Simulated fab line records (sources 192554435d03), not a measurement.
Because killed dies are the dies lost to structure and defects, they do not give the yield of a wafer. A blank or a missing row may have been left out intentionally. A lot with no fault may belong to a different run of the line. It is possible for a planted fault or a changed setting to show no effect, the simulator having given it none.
Struck lot and sound lot, side by side -- flow n5_finfet -- 36 steps out of a route of 1938
Sound: these wafers, L515.1, L515.4, L515.6. Wafers struck: L505.2, L505.3, L505.4. The cause is given at the end.
Per side, at each step with rows, come the tool, then ch with its chambers, and then its first start. Under that, the readings that differ: sound wafers -- struck wafers -- difference of the means -- sigmas: that difference in standard deviations of wafers without a fault.
alike: readings whose means differ by less than 2 such deviations, and words and numbers that are the same on both sides. not compared: withheld readings, readings that some wafer has no value for, bounds like >300 that may hide the same value, and numbers for which the record gives no deviation and whose values overlap.
A row with sigmas, a row that says differs or no value, or rows on one side alone: a step with any of these is where the two part. Numbers that have no deviation but don't overlap get no sigmas and don't part them. A reading missing from all wafers of one side parts the sides only when that side holds two or more wafers.

first, 9 steps without rows for these wafers: N5_ILD0_PRECLEAN_10 (cleans in NF3:NH3, afs cycles 5, time 20 s, sublimation time 60 s); N5_ILD0_ALD_15 (deposits SiNx, target thk 24 nm, pulse time 1 s, ald cycles 480); N5_ILD0_CMP_12 (polishes SiNx, stops on poly-Si, t overpolish 6 s, target thk 17.67 nm); N5_SDB_HM_DEP_00 (deposits SiNx from SiH4/NH3/N2, target thk 40 nm, time 35.3 s); N5_SDB_COAT_03 (time 60 s, resist thk 100 nm); N5_SDB_COAT_04 (time 60 s, resist thk 18 nm); N5_SDB_COAT_05 (resist thk 90 nm); N5_SDB_EBR_07; N5_SDB_SOFTBAKE_06 (time 60 s).
N5_SDB_EXPOSE_08: exposes mask SDB.
  sound on arfi_scanner-02 ch 0, day 8 00:31; struck on arfi_scanner-01 ch 0, day 5 12:04
reading,sound,struck,difference,sigmas
model.SDB.overlay_x_nm (nm),0 0 0,7.8 7.8 7.8,+7.8,
  alike: mask
then, 2 steps without rows for these wafers: N5_SDB_PEB_09 (peb time 60 s); N5_SDB_DEVELOP_10 (develop time 30 s).
N5_SDB_OVL_MEAS_12:
  sound on overlay-02 ch 0, day 8 00:41; struck on overlay-01 ch 0, day 5 12:13
reading,sound,struck,difference,sigmas
SDB_OVL (nm),-0.3 1.4 0.2,7.6 8.0 6.8,+7.0,+11
then, 21 steps without rows for these wafers: N5_SDB_DESCUM_16 (chemistry O2, time 7.9 s); N5_SDB_ETCH_17 (etches SiARC in CF4, target depth 23.4 nm, time 39 s); N5_SDB_ETCH_18 (etches SOC in N2/H2, target depth 100 nm, overetch 20 nm, time 150 s); N5_SDB_STRIP_19 (strips in N2/H2); N5_SDB_STRIP_21 (strips in CF4); N5_SDB_HM_OPEN_20 (chemistry CH3F/O2, target SiNx, stops on poly-Si, target depth 24 nm); N5_SDB_STRIP_22 (strips in N2/H2); N5_SDB_PRECLEAN_23 (cleans in dHF, time 30 s); N5_SDB_DUMMY_REMOVE_24 (chemistry TMAH, target poly-Si, stops on SiO2, target depth 142 nm, time 57 s, rinse time 30 s); N5_SDB_ETCH_25 (etches SiO2 in C4F6/O2, target depth 10 nm, time 3.3 s); N5_SDB_CUT_ETCH_26 (etches Si in HBr/Cl2/O2, target depth 129.6 nm, bt time 20 s, time 51.8 s); N5_SDB_PRECLEAN_38 (cleans in dHF, time 10 s); N5_SDB_PRECLEAN_39 (cleans in O3/DIW, time 45 s); N5_SDB_SRD_28 (time 30 s); N5_SDB_ALD_29 (deposits SiNx, target thk 30 nm, pulse time 1 s, ald cycles 600); N5_SDB_CMP_30 (polishes, stops on poly-Si, t overpolish 1.54 s, target thk 30 nm); N5_DUMMY_REMOVAL_HM_STRIP_01 (strips SiNx in CH3F/O2, stops on poly-Si, target depth 4 nm, time 6.8 s); N5_DUMMY_REMOVAL_STRIP_10 (strips in N2/H2, time 40 s); N5_DUMMY_REMOVAL_PRECLEAN_07 (cleans in dHF, time 30 s); N5_DUMMY_REMOVAL_DUMMY_REMOVE_02 (chemistry TMAH, target poly-Si, stops on SiO2, target depth 142 nm, time 57 s, rinse time 30 s); N5_DUMMY_REMOVAL_PRECLEAN_08 (cleans in NF3:NH3, afs cycles 2, time 20 s, sublimation time 60 s).
-- record jumps: 4 days separate the struck wafers' starts on either side; left off in module DUMMY_REMOVAL, taken up again in module BEOL_M4, whose first shown step is the route's number 1111 --
N5_BEOL_M4_RC_MEAS_101:
  sound on prober-02 ch 0, day 11 20:59; struck on prober-02 ch 0, day 9 11:10
reading,sound,struck,difference,sigmas
SS_N (mV/dec),72.4 73.0 72.7,71.2 70.4 71.4,-1.7,-2
  alike: DIBL_N, DIBL_P, IOFF_N, IOFF_P, ION_N, ION_P, SS_P, VT_N, VT_P
-- a jump in the record: the struck wafers' starts before and after are 5 days apart (it breaks off in module BEOL_M4 and resumes in module PASSIVATION, where the first step shown is number 1936 of the route) --
N5_PASSIVATION_PROBE_49:
  only the struck wafers here have rows in the record (prober-02, day 14 11:50); the sound ones have none

== WHERE THEY PART ==
At N5_SDB_OVL_MEAS_12 first; at N5_PASSIVATION_PROBE_49 last (within this record only).

WHY: what the simulator had put in
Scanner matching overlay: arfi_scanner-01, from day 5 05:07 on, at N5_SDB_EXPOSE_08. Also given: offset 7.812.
